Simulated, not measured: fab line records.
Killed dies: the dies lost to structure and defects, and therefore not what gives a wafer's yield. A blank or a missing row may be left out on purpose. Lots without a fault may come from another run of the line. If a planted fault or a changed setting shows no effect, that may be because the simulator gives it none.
fab line records	flow n5_finfet
record lots=8	wafers=24	last_day=17
route steps=1938 shown BEOL_M0_CUTY@709 BEOL_M0@718 BEOL_M4@1111
lots untouched by any fault: they come from a run of this same line in which no faults occurred
start_h: hours from the record's first day to the start of the lot's first wafer shown	wait_h: hours since the lot's step before	" repeats the value in the row above	L1.1+2: one row covering several wafers at once	- no value, or no start was given	* or withheld: withheld	< > ~ a bound
route shown NAME@n: names a module that has steps shown in the file, with the first one's number in the route	usual: mean/standard deviation of fault-free wafers	same: alike in all rows	chamber/n: place in a boat	sites: each site's reading	_std_site: how widely they spread, as a standard deviation	_edge_site: the outer-site mean with the inner-site mean subtracted	radius_mm: how far each site lies from the wafer's centre	mask NAME#n: copy n	behind: tool/chamber where the wafer was last shaped	hold: cause of the lot's hold/its duration in hours/its outcome	device: the transistor (n, p or np) that didn't switch	end of line: the tests these same wafers got at the end of their route	a step with no rows: only its recipe	killed: count of dies lost to structure and defects at first sort (not the wafer's yield)	map: a wafer's dies, x killed, . not, _ none there
set.NAME: the setting as run; set.NAME@STEP: as run at that earlier step	model.NAME: the simulator's own value behind a step, which no gauge read
one table for each step of the route and one row for each wafer, over a sample of lots
services: from which hour (start_h, from the record's first day; less than 0 if before it) a tool's chamber was out of use, for how many hours, and why
## steps
# step N5_BEOL_M0_CUTY_OVL_MEAS_58
# recipe points_per_wafer=44
# usual M0_ABLK_OVL=0.0/0.82
lot.wafer	tool	chamber	start_h	wait_h	M0_ABLK_OVL[nm]
L299.1	overlay-01	0	151.64	0.0	0.2
L299.3	"	0	"	"	0.3
L299.4	"	0	"	"	-0.3
L300.2	overlay-02	0	154.25	0.0	0.5
L300.4	"	0	"	"	0.1
L300.6	"	0	"	"	1.5
L303.1	overlay-02	0	170.55	0.0	-1.5
L303.2	"	0	"	"	-0.6
L303.4	"	0	"	"	0.3
L304.1	overlay-02	0	179.20	0.0	0.8
L304.2	"	0	"	"	0.5
L304.4	"	0	"	"	0.1
L308.1	overlay-01	0	209.25	0.0	1.5
L308.4	"	0	"	"	1.5
L308.6	"	0	"	"	1.3
L309.1	overlay-01	0	219.32	0.0	0.6
L309.2	"	0	"	"	1.2
L309.5	"	0	"	"	0.6
L310.3	overlay-01	0	223.00	0.0	-0.3
L310.4	"	0	"	"	0.3
L310.6	"	0	"	"	0.4
L316.3	overlay-01	0	251.20	0.0	-0.9
L316.4	"	0	"	"	0.0
L316.6	"	0	"	"	-0.2
# step N5_BEOL_M0_CUTY_ETCH_62
# recipe chemistry=CF4	target=SiARC	mask_material=CAR-ArF-block	time_s=58.5	ion_energy_ev=80	pressure_mtorr=40	source_w=545	bias_w=36	Ar_flow_sccm=100	cf4_flow_sccm=100	ends=cleared
# usual cf4_flow_sccm=100.0/0.31	drypump_motor_current_A=5.5/0.43	etch_rf_on_time_s=58.1/0.94	oes_product_au=0.70/0.081	rf_vpp_V=184.1/1.2	showerhead_plenum_p_Torr=2.15/0.061	throttle_valve_pct=15.70/0.25
lot.wafer	tool	chamber	start_h	wait_h	cf4_flow_sccm	drypump_motor_current_A	etch_rf_on_time_s	oes_product_au	rf_hours_counter_h	rf_vpp_V	showerhead_plenum_p_Torr	throttle_valve_pct
L299.1	rie_diel-02	0	151.73	0.0	100.0	5.6	58.8	0.64	167	182.5	2.14	15.91
L299.3	"	3	"	"	100.5	4.9	58.4	0.64	150	182.1	2.15	15.62
L299.4	"	2	"	"	99.7	5.0	58.7	0.61	170	183.5	2.05	15.92
L300.2	rie_diel-01	2	154.42	0.0	100.7	5.6	57.3	0.80	17	186.0	2.27	15.14
L300.4	"	1	"	"	100.0	6.0	56.7	0.68	107	181.9	2.08	15.85
L300.6	"	3	"	"	99.9	6.2	57.2	0.71	-	183.9	2.24	15.88
L303.1	rie_diel-02	0	170.65	0.0	100.1	5.6	59.5	0.64	174	183.5	2.14	15.93
L303.2	"	3	"	"	100.0	4.9	58.2	0.63	157	184.5	2.15	15.66
L303.4	"	1	"	"	100.1	5.4	57.9	0.80	12	184.4	2.10	15.35
L304.1	rie_diel-02	1	179.42	0.0	100.4	5.3	58.4	0.78	15	183.8	2.10	15.36
L304.2	"	0	"	"	100.0	5.6	59.1	0.64	176	184.4	2.13	15.92
L304.4	"	2	"	"	99.5	5.0	58.4	0.62	179	182.8	2.05	15.92
L308.1	rie_diel-02	1	209.44	0.0	100.1	5.4	58.3	0.77	25	183.7	2.10	15.37
L308.4	"	0	"	"	99.8	5.6	58.8	0.63	185	183.1	2.13	15.95
L308.6	"	2	"	"	99.9	5.0	58.2	0.61	-	182.1	2.04	15.95
L309.1	rie_diel-01	0	219.41	0.0	100.0	6.0	56.7	0.81	24	185.6	2.19	15.42
L309.2	"	1	"	"	100.1	6.1	57.2	0.66	131	182.3	2.07	15.88
L309.5	"	3	"	"	99.7	6.2	57.4	0.69	-	186.2	2.23	15.94
L310.3	rie_diel-04	0	223.72	0.0	99.9	5.5	56.4	0.76	49	183.1	2.18	15.71
L310.4	"	3	"	"	99.9	5.4	56.9	0.68	104	184.1	2.16	15.70
L310.6	"	1	"	"	100.1	4.8	59.5	0.58	-	183.1	2.11	15.95
L316.3	rie_diel-02	2	251.30	0.0	99.7	5.0	59.1	0.60	203	182.5	2.04	15.97
L316.4	"	1	"	"	99.9	5.4	59.2	0.74	39	183.5	2.09	15.41
L316.6	"	0	"	"	100.2	5.6	59.7	0.62	-	183.5	2.13	15.96
# step N5_BEOL_M0_STRIP_104
# recipe chemistry=N2/H2	power_w=450	temp_c=40	pressure_mtorr=20	rf_frequency_hz=6e+07	overash_fraction=0.3	bias_power_w=7	h2_frac=0.5	n2_flow_sccm=200	h2_flow_sccm=200
# usual bias_power_w=6.996/0.022	chamber_pressure_mTorr=19.99/0.044	drypump_motor_current_A=5.6/0.44	oes_product_au=0.82/0.088	power_w=450.1/1.4	rf_vpp_V=59.2/1.7	showerhead_plenum_p_Torr=2.56/0.09	throttle_valve_pct=23.7/0.39
lot.wafer	tool	chamber	start_h	wait_h	bias_power_w	chamber_pressure_mTorr	drypump_motor_current_A	oes_product_au	power_w	rf_hours_counter_h	rf_vpp_V	showerhead_plenum_p_Torr	throttle_valve_pct
L299.1	rie_diel-02	3	152.66	0.0	6.992	19.98	4.9	0.74	448.6	151	55.5	2.54	23.8
L299.3	"	0	"	"	7.006	20.02	5.6	0.77	447.9	167	60.9	2.52	23.7
L299.4	"	2	"	"	6.990	20.07	5.0	0.72	449.0	170	56.7	2.43	23.9
L300.2	rie_diel-01	3	162.97	0.0	6.995	20.00	6.2	0.82	449.8	92	62.0	2.67	24.2
L300.4	"	1	"	"	7.029	19.94	6.1	0.79	448.0	110	58.2	2.45	23.8
L300.6	"	2	"	"	7.004	20.03	5.6	0.91	448.3	-	58.8	2.70	23.1
L303.1	rie_diel-01	3	173.65	0.0	7.021	19.94	6.2	0.82	451.1	96	58.7	2.67	24.2
L303.2	"	1	"	"	6.985	19.99	6.1	0.79	449.9	114	57.1	2.44	23.8
L303.4	"	0	"	"	7.003	20.03	6.0	0.97	450.3	9	61.8	2.60	23.3
L304.1	rie_diel-04	2	180.16	0.0	7.003	20.01	5.7	0.93	448.0	19	57.7	2.60	24.2
L304.2	"	0	"	"	6.988	19.97	5.5	0.90	449.8	35	60.5	2.59	23.8
L304.4	"	3	"	"	7.030	20.00	5.4	0.82	451.3	89	59.4	2.57	23.8
L308.1	rie_diel-04	3	212.99	0.0	7.006	20.03	5.4	0.80	449.3	100	59.9	2.56	23.8
L308.4	"	2	"	"	7.006	20.00	5.6	0.90	448.8	31	59.8	2.60	24.3
L308.6	"	1	"	"	6.990	20.03	4.7	0.67	448.7	-	57.2	2.49	23.6
L309.1	rie_diel-04	1	219.90	0.0	-	-	-	-	-	-	-	-	-
L309.2	"	3	"	"	-	-	-	-	-	-	-	-	-
L309.5	"	0	"	"	-	-	-	-	-	-	-	-	-
L310.3	rie_diel-01	2	227.08	0.0	-	-	-	-	-	-	-	-	-
L310.4	"	3	"	"	-	-	-	-	-	-	-	-	-
L310.6	"	2	"	"	-	-	-	-	-	-	-	-	-
L316.3	rie_diel-02	3	254.60	0.0	7.038	19.99	4.9	0.72	452.6	186	59.2	2.52	23.8
L316.4	"	0	"	"	6.994	20.02	5.6	0.72	448.7	200	56.6	2.50	23.7
L316.6	"	1	"	"	7.026	19.94	5.3	0.86	449.6	-	54.9	2.47	23.2
# step N5_BEOL_M0_STRIP_142
# recipe chemistry=N2/H2	time_s=10	power_w=450	temp_c=40	pressure_mtorr=20	rf_frequency_hz=6e+07	bias_power_w=7	n2_flow_sccm=200	h2_flow_sccm=200
# usual bias_power_w=6.997/0.021	chamber_pressure_mTorr=20.001/0.02	drypump_motor_current_A=5.4/0.4	oes_product_au=0.80/0.082	rf_vpp_V=59.2/0.89	showerhead_plenum_p_Torr=2.53/0.075	throttle_valve_pct=23.8/0.32
lot.wafer	tool	chamber	start_h	wait_h	bias_power_w	chamber_pressure_mTorr	drypump_motor_current_A	oes_product_au	rf_hours_counter_h	rf_vpp_V	showerhead_plenum_p_Torr	throttle_valve_pct
L299.1	rie_diel-02	0	152.85	0.0	6.947	19.995	5.6	0.75	167	58.6	2.52	23.6
L299.3	"	2	"	"	6.984	19.952	5.0	0.72	170	58.8	2.43	23.9
L299.4	"	3	"	"	6.978	19.995	5.0	0.75	151	58.6	2.54	23.8
L300.2	rie_diel-04	3	163.35	0.0	6.997	19.989	5.4	0.82	84	58.0	2.57	23.8
L300.4	"	0	"	"	7.004	20.002	5.5	0.91	30	60.1	2.59	23.8
L300.6	"	3	"	"	7.017	19.995	5.4	0.82	-	59.6	2.57	23.8
L303.1	rie_diel-02	0	173.85	0.0	7.005	20.004	5.6	0.76	175	59.3	2.52	23.6
L303.2	"	3	"	"	7.005	19.974	4.9	0.74	159	58.5	2.54	23.8
L303.4	"	2	"	"	6.943	20.010	5.0	0.72	178	58.2	2.42	23.9
L304.1	rie_diel-02	2	180.39	0.0	7.011	19.979	5.0	0.72	180	58.6	2.42	24.0
L304.2	"	0	"	"	7.039	20.037	5.6	0.74	177	58.6	2.51	23.7
L304.4	"	3	"	"	7.015	20.001	4.9	0.74	160	60.1	2.54	23.8
L308.1	rie_diel-02	3	213.50	0.0	6.968	20.009	4.9	0.73	172	59.7	2.53	23.8
L308.4	"	2	"	"	6.963	20.019	5.0	0.71	191	60.1	2.42	24.0
L308.6	"	2	"	"	6.974	19.988	5.0	0.71	-	57.5	2.42	24.0
L309.1	rie_diel-04	0	220.12	0.0	7.002	19.999	5.5	0.90	47	58.9	2.58	23.8
L309.2	"	3	"	"	7.009	19.984	5.4	0.80	102	59.9	2.56	23.8
L309.5	"	0	"	"	6.996	20.046	5.5	0.89	-	60.0	2.58	23.8
L310.3	rie_diel-04	3	227.27	0.0	6.997	19.981	5.4	0.80	105	59.1	2.56	23.8
L310.4	"	0	"	"	6.987	20.026	5.5	0.88	51	58.1	2.58	23.8
L310.6	"	1	"	"	6.980	20.039	4.7	0.67	-	59.3	2.48	23.6
L316.3	rie_diel-02	1	254.79	0.0	6.976	19.959	5.4	0.87	40	57.2	2.47	23.2
L316.4	"	0	"	"	6.998	19.997	5.6	0.74	200	58.8	2.50	23.7
L316.6	"	1	"	"	6.965	20.005	5.4	0.86	-	60.1	2.47	23.2
# step N5_BEOL_M4_RC_MEAS_101
# usual DIBL_N=36.4/1.5	DIBL_P=36.4/1.6	IOFF_N=0.164/0.025	IOFF_P=0.214/0.028	ION_N=675/9.9	ION_P=463/6.5	SS_N=71.5/0.5	SS_P=73.3/0.56	VT_N=249.2/2.7	VT_P=-250.1/2.8
lot.wafer	tool	chamber	start_h	wait_h	DIBL_N[mV/V]	DIBL_P[mV/V]	IOFF_N[nA/um]	IOFF_P[nA/um]	ION_N[uA/um]	ION_P[uA/um]	SS_N[mV/dec]	SS_P[mV/dec]	VT_N[mV]	VT_P[mV]
L299.1	prober-01	0	204.93	0.0	37.0	38.9	0.179	0.242	677	462	72.6	72.9	247.9	-251.3
L299.3	"	0	"	"	37.1	39.1	0.171	0.249	676	464	72.4	73.9	250.5	-248.7
L299.4	"	0	"	"	35.8	37.2	0.159	0.212	677	466	71.5	73.1	251.4	-248.6
L300.2	prober-01	0	214.72	1.1	38.0	38.1	0.188	0.232	679	458	71.8	73.6	246.1	-248.4
L300.4	"	0	"	"	39.0	39.0	0.219	0.242	694	469	72.1	73.2	242.9	-249.2
L300.6	"	0	"	"	38.1	37.9	0.191	0.228	688	466	71.2	74.3	244.9	-249.0
L303.1	prober-01	0	219.04	0.0	36.6	35.7	0.166	0.235	669	464	70.9	73.8	247.2	-249.2
L303.2	"	0	"	"	36.8	35.6	0.178	0.235	674	465	71.5	73.2	247.5	-249.1
L303.4	"	0	"	"	37.5	36.3	0.184	0.242	681	456	72.0	73.2	246.3	-250.3
L304.1	prober-01	0	234.55	0.0	35.4	35.3	0.159	0.232	683	478	72.0	73.2	249.1	-247.9
L304.2	"	0	"	"	36.5	37.1	0.188	0.260	695	477	72.6	73.9	244.5	-246.2
L304.4	"	0	"	"	34.9	34.9	0.156	0.230	667	460	72.1	73.2	248.4	-246.7
L308.1	prober-02	0	264.94	0.0	35.4	33.4	0.136	0.170	675	462	71.7	72.2	252.1	-252.7
L308.4	"	0	"	"	35.3	34.4	0.144	0.180	672	458	71.2	72.3	252.8	-253.9
L308.6	"	0	"	"	36.4	35.1	0.163	0.200	685	472	71.6	72.8	251.1	-253.5
L309.1	prober-02	0	269.79	0.4	36.1	35.7	0.175	0.209	686	466	71.6	72.9	244.6	-251.3
L309.2	"	0	"	"	34.7	34.1	0.146	0.191	675	464	71.5	72.1	250.2	-250.9
L309.5	"	0	"	"	36.1	36.0	0.174	0.210	682	459	71.4	73.4	249.9	-251.5
L310.3	prober-01	0	272.41	0.3	37.9	38.7	0.222	0.244	696	468	72.3	73.6	246.7	-248.5
L310.4	"	0	"	"	36.9	37.5	0.207	0.225	697	468	71.7	74.4	245.8	-249.9
L310.6	"	0	"	"	38.5	39.4	0.247	0.256	703	469	71.3	74.2	242.5	-246.1
L316.3	prober-02	0	303.39	0.3	37.4	37.1	0.184	0.225	675	464	71.4	73.8	246.9	-250.5
L316.4	"	0	"	"	36.6	36.1	0.164	0.212	674	457	71.6	73.7	251.0	-251.4
L316.6	"	0	"	"	37.8	36.8	0.174	0.218	678	459	71.2	74.1	249.6	-249.9
## services
tool	chamber	start_h	hours	kind
rie_diel-02	0	180.49	4.4	repair
rie_diel-02	-	220.78	2.3	repair
rie_diel-04	1	229.53	-	clean
rie_diel-04	1	229.53	-	consumable_replace:focus_ring
rie_diel-04	1	229.53	26.2	scheduled_down
rie_diel-04	1	229.53	26.2	vent_cycle
## key
first_sign step=N5_BEOL_M0_STRIP_104	reading=tool_record	direction=missing
effect none on later readings
met_at N5_BEOL_M0_STRIP_104
struck_lots L309,L310
not_acting_at N5_BEOL_M0_CUTY_OVL_MEAS_58,N5_BEOL_M0_CUTY_ETCH_62,N5_BEOL_M0_STRIP_142
onset_between 212.99 219.90
fault kind=skipped_step_whole	tool=rie_diel-01,rie_diel-04	chamber=-	onset_h=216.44	steps=N5_BEOL_M0_STRIP_104	scope=struck_lots_only
